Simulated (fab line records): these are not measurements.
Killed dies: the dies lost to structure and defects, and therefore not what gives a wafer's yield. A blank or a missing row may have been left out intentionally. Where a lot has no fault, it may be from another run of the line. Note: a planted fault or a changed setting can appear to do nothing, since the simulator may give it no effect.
Split-lot study / flow n5Finfet / 7 lots, 21 wafers read, on a route of 1938 steps

## THE SPLIT
At N5_BEOL_M15_EXPOSE_25 (exposes mask M15, target cd 400 nm), the setting doseMj was moved away from the recipe's 35.5 on 6 of the 21 wafers read, by -2.8% to +7.2%. For the rest of the wafers, this setting stayed at what the recipe calls for.

## FROM THE SPLIT TO THE READING: what the file shows between them, 3 steps
- N5_BEOL_M15_PEB_26: peb time 90 s
- N5_BEOL_M15_DEVELOP_27: develop time 45 s
- N5_BEOL_M15_HARDBAKE_32: time 120 s

## THE READING
cdNm, in nm, at N5_BEOL_M15_CD_MEAS_28 (target cd 407.6 nm). Typical for fault-free wafers on this fab line: 407.2 nm, with standard deviation 1.4 nm.

wafer=L075.1; tool, chamber at the split=krfScanner-02, 0; doseMj as run=35.5; against the recipe=recipe; cdNm, nm=408.0; against lot-mates on the recipe=-
wafer=L075.2; tool, chamber at the split=krfScanner-02, 0; doseMj as run=35.5; against the recipe=recipe; cdNm, nm=408.9; against lot-mates on the recipe=-
wafer=L075.4; tool, chamber at the split=krfScanner-02, 0; doseMj as run=35.5; against the recipe=recipe; cdNm, nm=408.6; against lot-mates on the recipe=-
wafer=L079.3; tool, chamber at the split=krfScanner-01, 0; doseMj as run=34.78; against the recipe=-2.0%; cdNm, nm=405.5; against lot-mates on the recipe=-2.0
wafer=L079.4; tool, chamber at the split=krfScanner-01, 0; doseMj as run=35.5; against the recipe=recipe; cdNm, nm=407.9; against lot-mates on the recipe=-
wafer=L079.5; tool, chamber at the split=krfScanner-01, 0; doseMj as run=35.5; against the recipe=recipe; cdNm, nm=407.2; against lot-mates on the recipe=-
wafer=L086.2; tool, chamber at the split=krfScanner-01, 0; doseMj as run=35.5; against the recipe=recipe; cdNm, nm=408.2; against lot-mates on the recipe=-
wafer=L086.4; tool, chamber at the split=krfScanner-01, 0; doseMj as run=35.5; against the recipe=recipe; cdNm, nm=408.0; against lot-mates on the recipe=-
wafer=L086.6; tool, chamber at the split=krfScanner-01, 0; doseMj as run=35.5; against the recipe=recipe; cdNm, nm=406.9; against lot-mates on the recipe=-
wafer=L087.3; tool, chamber at the split=krfScanner-02, 0; doseMj as run=35.5; against the recipe=recipe; cdNm, nm=407.2; against lot-mates on the recipe=-
wafer=L087.5; tool, chamber at the split=krfScanner-02, 0; doseMj as run=36.23; against the recipe=+2.1%; cdNm, nm=409.8; against lot-mates on the recipe=+2.5
wafer=L087.6; tool, chamber at the split=krfScanner-02, 0; doseMj as run=35.5; against the recipe=recipe; cdNm, nm=407.4; against lot-mates on the recipe=-
wafer=L091.2; tool, chamber at the split=krfScanner-01, 0; doseMj as run=35.5; against the recipe=recipe; cdNm, nm=407.4; against lot-mates on the recipe=-
wafer=L091.3; tool, chamber at the split=krfScanner-01, 0; doseMj as run=35.5; against the recipe=recipe; cdNm, nm=408.1; against lot-mates on the recipe=-
wafer=L091.4; tool, chamber at the split=krfScanner-01, 0; doseMj as run=36.19; against the recipe=+1.9%; cdNm, nm=409.9; against lot-mates on the recipe=+2.1
wafer=L096.3; tool, chamber at the split=krfScanner-01, 0; doseMj as run=35.5; against the recipe=recipe; cdNm, nm=404.0; against lot-mates on the recipe=-
wafer=L096.4; tool, chamber at the split=krfScanner-01, 0; doseMj as run=34.52; against the recipe=-2.8%; cdNm, nm=401.0; against lot-mates on the recipe=-3.3
wafer=L096.5; tool, chamber at the split=krfScanner-01, 0; doseMj as run=35.5; against the recipe=recipe; cdNm, nm=404.6; against lot-mates on the recipe=-
wafer=L095.1; tool, chamber at the split=krfScanner-02, 0; doseMj as run=38.05; against the recipe=+7.2%; cdNm, nm=417.4; against lot-mates on the recipe=+9.0
wafer=L095.4; tool, chamber at the split=krfScanner-02, 0; doseMj as run=38.05; against the recipe=+7.2%; cdNm, nm=417.7; against lot-mates on the recipe=+9.3
wafer=L095.5; tool, chamber at the split=krfScanner-02, 0; doseMj as run=35.5; against the recipe=recipe; cdNm, nm=408.4; against lot-mates on the recipe=-

THE FIT
A straight line over all 21 wafers: cdNm changes by +1.46 nm for each +1% of doseMj; r = +0.94; the points scatter about the line by 1.3 nm.
The same after taking each lot's own level away (the mean of its wafers on the recipe; 21 wafers): +1.25 nm for each +1%; r = +0.99; scatter 0.36 nm.
On that fit, the largest move of doseMj shifts the reading by 9 nm.
The lots' own levels span 404.30 to 408.50 nm, that is 3.0 times the standard deviation above.
So the slope is not independent of the lot-to-lot level: the two fits are not the same.
Check: +9.01 nm against its lot-mates is what the line predicts for one of the wafers moved furthest among these (+7.2%) when that wafer is left out of the fit. It came out at +9 nm against them.

## FURTHER SPLITS ON THESE WAFERS
These wafers also went through other splits before the reading. Each is held against what the fit with the lots' levels taken away leaves over:
other split on the same wafers=N5_BEOL_M14_PEB_26 pebTempC; wafers away from the commonest value=8; r with cdNm (lot level and that fit taken away)=-0.07
other split on the same wafers=N5_BEOL_M15_COAT_60 spinRpm; wafers away from the commonest value=6; r with cdNm (lot level and that fit taken away)=-0.07

## THE WHOLE CHAIN: every reading that the file lists as answering this split, in the file's order
step=N5_BEOL_M15_CD_MEAS_28; what it does=target cd 407.6 nm; reading=cdNm; change (the file's fit)=+1.23 nm for each +1% of the setting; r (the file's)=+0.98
step=N5_BEOL_M15_DESCUM_33; what it does=chemistry O2, time 7.9 s; reading=BEOL_M15.cdNm (the simulator's own value, which no gauge read); change (the file's fit)=+1.23 nm for each +1% of the setting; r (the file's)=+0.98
step=N5_BEOL_M15_ETCH_61; what it does=etches BARC in N2/H2, target depth 89 nm, overetch 26.7 nm, time 67.9 s; reading=BEOL_M15.cdNm (the simulator's own value, which no gauge read); change (the file's fit)=+1.31 nm for each +1% of the setting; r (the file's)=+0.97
step=N5_BEOL_M15_TRENCH_ETCH_34; what it does=etches SiO2 in C4F8/O2/Ar, target depth 872.93 nm, time 199 s; reading=BEOL_M15.cdNm (the simulator's own value, which no gauge read); change (the file's fit)=+1.4 nm for each +1% of the setting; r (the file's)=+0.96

## THE FILE'S OWN FIT
cdNm changes by +1.23 nm for each +1% of doseMj, r = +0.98.
